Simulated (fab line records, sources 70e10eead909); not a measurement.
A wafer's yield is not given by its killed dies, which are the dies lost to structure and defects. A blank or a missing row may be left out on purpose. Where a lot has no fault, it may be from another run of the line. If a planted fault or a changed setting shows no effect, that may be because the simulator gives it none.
Matching of chambers + flow nand_harc + NHARC_A_WL_FILL_ETCHBACK_26 on rie_si-02: 4 sister chambers
The step etches the open film in HBr, target depth 52 nm, time 13.3 s. 18 wafers are shown with their chamber, then 9 later ones without.

== EACH WAFER AND ITS CHAMBER ==
| wafer  | chamber | oes_product_au (a.u.) | throttle_valve_pct (%) | rf_fwd_power_W (W) |
|--------|---------|-----------------------|------------------------|--------------------|
| L075.3 | 2       | 0.998                 | 23.260                 | 341.1              |
| L075.4 | 1       | 1.018                 | 23.261                 | 342.2              |
| L075.5 | 3       | 0.975                 | 23.260                 | 341.4              |
| L078.1 | 0       | 1.000                 | 23.263                 | 342.2              |
| L078.3 | 2       | 0.998                 | 23.270                 | 343.5              |
| L078.5 | 0       | 1.011                 | 23.251                 | 341.8              |
| L077.3 | 0       | 1.003                 | 23.263                 | 342.6              |
| L077.5 | 3       | 0.970                 | 23.270                 | 342.0              |
| L077.6 | 0       | 0.996                 | 23.254                 | 342.6              |
| L080.1 | 0       | 0.979                 | 23.275                 | 342.0              |
| L080.4 | 2       | 0.991                 | 23.275                 | 341.5              |
| L080.5 | 0       | 0.976                 | 23.275                 | 338.6              |
| L084.1 | 1       | 0.995                 | 23.252                 | 340.3              |
| L084.3 | 3       | 0.980                 | 23.266                 | 344.0              |
| L084.6 | 0       | 0.989                 | 23.269                 | 341.0              |
| L085.3 | 0       | 0.990                 | 23.273                 | 341.6              |
| L085.4 | 2       | 0.994                 | 23.253                 | 344.0              |
| L085.6 | 0       | 0.993                 | 23.262                 | 340.7              |

SIGNATURES (averages over the wafers above)
| reading            | chamber 0 | chamber 1 | chamber 2 | chamber 3 | scatter within a chamber |
|--------------------|-----------|-----------|-----------|-----------|--------------------------|
| oes_product_au     | 0.99300   | 1.00650   | 0.99525   | 0.97500   | 0.00979                  |
| throttle_valve_pct | 23.26500  | 23.25650  | 23.26450  | 23.26533  | 0.00844                  |
| rf_fwd_power_W     | 341.456   | 341.250   | 342.525   | 342.467   | 1.32                     |
Rule: a wafer's distance from a chamber is the root of the sum, over the readings, of the square of ((its reading less the chamber's mean) divided by the reading's scatter). If the next closest chamber is less than 2 further off than the closest, the wafer can't be placed; otherwise it belongs to the closest. The scatter is the square root of a quotient: the sum, over the shown wafers, of each reading's squared deviation from its chamber's mean, divided by wafers minus chambers.

== WAFERS WHOSE CHAMBER IS MISSING ==
| wafer  | oes_product_au (a.u.) | throttle_valve_pct (%) | rf_fwd_power_W (W) |
|--------|-----------------------|------------------------|--------------------|
| L091.3 | 0.996                 | 23.278                 | 339.9              |
| L091.4 | 0.991                 | 23.278                 | 340.7              |
| L091.5 | 0.988                 | 23.261                 | 340.8              |
| L092.2 | 0.991                 | 23.276                 | 341.3              |
| L092.3 | 0.989                 | 23.269                 | 340.5              |
| L092.5 | 0.987                 | 23.270                 | 341.6              |
| L097.1 | 1.010                 | 23.269                 | 342.5              |
| L097.2 | 0.990                 | 23.264                 | 341.2              |
| L097.6 | 0.966                 | 23.267                 | 341.8              |

== THE CHAMBER EACH PASSED THROUGH ==
| wafer  | from the rows above               | in truth |
|--------|-----------------------------------|----------|
| L091.3 | can't be placed: 0 or 2 or 1 or 3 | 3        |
| L091.4 | can't be placed: 0 or 2 or 3 or 1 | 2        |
| L091.5 | can't be placed: 0 or 2 or 3 or 1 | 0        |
| L092.2 | can't be placed: 0 or 2 or 3 or 1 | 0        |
| L092.3 | can't be placed: 0 or 2 or 3 or 1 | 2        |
| L092.5 | can't be placed: 0 or 2 or 3 or 1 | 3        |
| L097.1 | can't be placed: 2 or 1 or 0      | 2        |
| L097.2 | can't be placed: 0 or 2 or 3 or 1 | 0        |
| L097.6 | can't be placed: 3 or 0 or 2      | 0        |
Placed correctly: 0 of 9. Unplaceable from these rows: 9, with the true chamber sitting among the candidates in 9. Placed wrongly: 0.
